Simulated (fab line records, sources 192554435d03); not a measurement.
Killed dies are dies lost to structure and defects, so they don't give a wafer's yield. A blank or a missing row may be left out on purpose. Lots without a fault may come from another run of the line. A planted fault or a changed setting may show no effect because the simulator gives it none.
A struck lot beside a sound one | flow n5_finfet | 34 steps out of a route of 1938
Sound: wafers L500.1, L500.2, L500.4. Struck: wafer L494.6. (L494.1, L494.4 of the same lot were not struck and are left out.) The cause comes at the end.
At each step with rows: each side's tool, then ch and its chambers, then its first start. Under that, the readings that differ: sound wafers | struck wafers | difference of the means | sigmas: that difference in standard deviations of wafers without a fault.
alike: readings whose means differ by less than 2 such deviations, and words and numbers that are the same on both sides. not compared: withheld readings, readings that some wafer has no value for, bounds like >300 that may hide the same value, and numbers for which the record gives no deviation and whose values overlap.
The two part at a step that has a row with sigmas, a row that says differs or no value, or rows on one side only. Numbers that don't overlap but have no deviation are shown without sigmas and don't part them. A reading that every wafer of one side lacks parts them only if that side has two wafers or more.

first, 2 steps without rows for these wafers: N5_BEOL_M8_PRECLEAN_42 (cleans in residue remover, time 60 s); N5_BEOL_M8_SRD_43 (time 30 s).
N5_BEOL_M8_CD_MEAS_35: target cd 40 nm.
  sound on cd_sem-03, day 13 06:21; struck on cd_sem-01, day 11 08:38
  alike: cd_nm
then, 3 steps without rows for these wafers: N5_BEOL_M8_CURE_75 (cures SiCOH lowk, time 120 s); N5_BEOL_M8_DEGAS_44 (time 60 s); N5_BEOL_M8_PRE_CLEAN_45 (time 30 s).
N5_BEOL_M8_ALD_77: deposits TaN, target thk 2 nm, pulse time 2 s, purge time 3 s.
  sound on ald_metal-03 ch 1,2,3, day 13 07:00; struck on ald_metal-03 ch 1, day 11 10:21
  alike: heater_power_w
N5_BEOL_M8_SURFACE_TREAT_79:
  sound on pvd_sputter-03, day 13 07:20; struck on pvd_sputter-02, day 11 10:40
  not compared: throttle_valve_pct
then, 1 step without rows for these wafers: N5_BEOL_M8_CVD_78 (deposits Co from CCTBA/H2, target thk 2 nm, time 142.3 s).
N5_BEOL_M8_SPUTTER_48: material Cu, target thk 10 nm, time 1.667 s.
  sound on pvd_sputter-01, day 13 07:35; struck on pvd_sputter-03, day 11 11:08
  alike: throttle_valve_pct
then, 1 step without rows for these wafers: N5_BEOL_M8_ECD_50 (material Cu, target thk 300 nm).
N5_BEOL_M8_ANNEAL_51: time 90 s.
  sound on rtp_anneal-01 ch 0, day 13 07:54; struck on rtp_anneal-02 ch 0, day 11 12:05
  reading          | sound             | struck | difference | sigmas
  wafer_temp_C_max | 225.7 225.7 225.7 | 226.9  | +1.2       | +3
N5_BEOL_M8_CMP_52: polishes, stops on SiCOH lowk, t overpolish 6.9 s, target thk 80 nm.
  sound on cmp-03 ch 0,2,3, day 13 08:11; struck on cmp-02 ch 2, day 11 12:28
  reading                      | sound          | struck | difference | sigmas
  barrier_field_endpoint_s (s) | 28.8 30.5 31.3 | 28.2   | -2.0       | -3
  alike: head_pressure_psi, motor_current_A, overpolish_run_s, time_to_endpoint_s
  not compared: pad_life_wafers
then, 2 steps without rows for these wafers: N5_BEOL_M8_PRE_CLEAN_55 (time 15 s); N5_BEOL_M8_DEP_56 (deposits SiCN from 3MS/NH3, target thk 10 nm, time 17.5 s).
N5_BEOL_M8_INSPECT_58: inspects for defects (darkfield).
  sound on defect_inspect-01, day 13 08:38; struck on defect_inspect-01, day 11 12:50
  reading          | sound    | struck | difference | sigmas
  raw_defect_count | 71 34 47 | 1262   | +1211      | +58
then, 1 step without rows for these wafers: N5_BEOL_M9_ILD_DEP_00 (deposits SiCOH lowk from DEMS/porogen, target thk 308.51 nm, time 58 s).
N5_BEOL_M9_CURE_71: cures SiCOH lowk, time 240 s.
  sound on uv_cure-03 ch 0, day 13 08:52; struck on uv_cure-02 ch 0, day 11 12:57
  alike: lamp_power_pct, wafer_temp_C_max
N5_BEOL_M9_THK_MEAS_01:
  sound on film_metro-02, day 13 09:22; struck on film_metro-01, day 11 13:28
  alike: M9_ILD_THK
then, 10 steps without rows for these wafers: N5_BEOL_M9_PECVD_70 (deposits SiO2 from TEOS/O2, target thk 20 nm, time 22.7 s); N5_BEOL_M9_HM_DEP_02 (deposits TiN, target thk 20 nm); N5_BEOL_M9_COAT_59 (time 60 s, resist thk 100 nm); N5_BEOL_M9_COAT_60 (time 60 s, resist thk 30 nm); N5_BEOL_M9_COAT_05 (resist thk 90 nm); N5_BEOL_M9_EBR_07; N5_BEOL_M9_SOFTBAKE_06 (time 60 s); N5_BEOL_M9_EXPOSE_08 (exposes mask M9); N5_BEOL_M9_PEB_09 (peb time 60 s); N5_BEOL_M9_DEVELOP_10 (develop time 30 s).
N5_BEOL_M9_CD_MEAS_11: target cd 64.1 nm.
  sound on cd_sem-01 ch 0, day 13 10:26; struck on cd_sem-03 ch 0, day 11 15:11
  reading    | sound          | struck | difference | sigmas
  cd_nm (nm) | 63.6 63.4 63.5 | 65.0   | +1.5       | +2
N5_BEOL_M9_OVL_MEAS_12:
  sound on overlay-01 ch 0, day 13 10:28; struck on overlay-01 ch 0, day 11 15:13
  reading     | sound          | struck | difference | sigmas
  M9_OVL (nm) | -0.5 -2.3 -0.8 | 1.6    | +2.8       | +3
N5_BEOL_M9_INSPECT_13: inspects for defects (brightfield).
  sound on defect_inspect-01, day 13 10:29; struck on defect_inspect-02, day 11 15:15
  reading          | sound       | struck | difference | sigmas
  raw_defect_count | 293 285 312 | 1583   | +1286      | +11
then, 1 step without rows for these wafers: N5_BEOL_M9_DESCUM_16 (chemistry O2, time 7.9 s).
-- the record jumps here: 3 days lie between the struck wafers' starts before and after (it left off in module BEOL_M9 and takes up again in module PASSIVATION, whose first step shown is number 1936 of the route) --
N5_PASSIVATION_PROBE_49:
  the record has rows for the struck wafers here (prober-01, day 14 03:32) and none for the sound ones

WHERE THEY PART
First at N5_BEOL_M8_ANNEAL_51; last, within this record, at N5_PASSIVATION_PROBE_49.

WHY: what the simulator had put in
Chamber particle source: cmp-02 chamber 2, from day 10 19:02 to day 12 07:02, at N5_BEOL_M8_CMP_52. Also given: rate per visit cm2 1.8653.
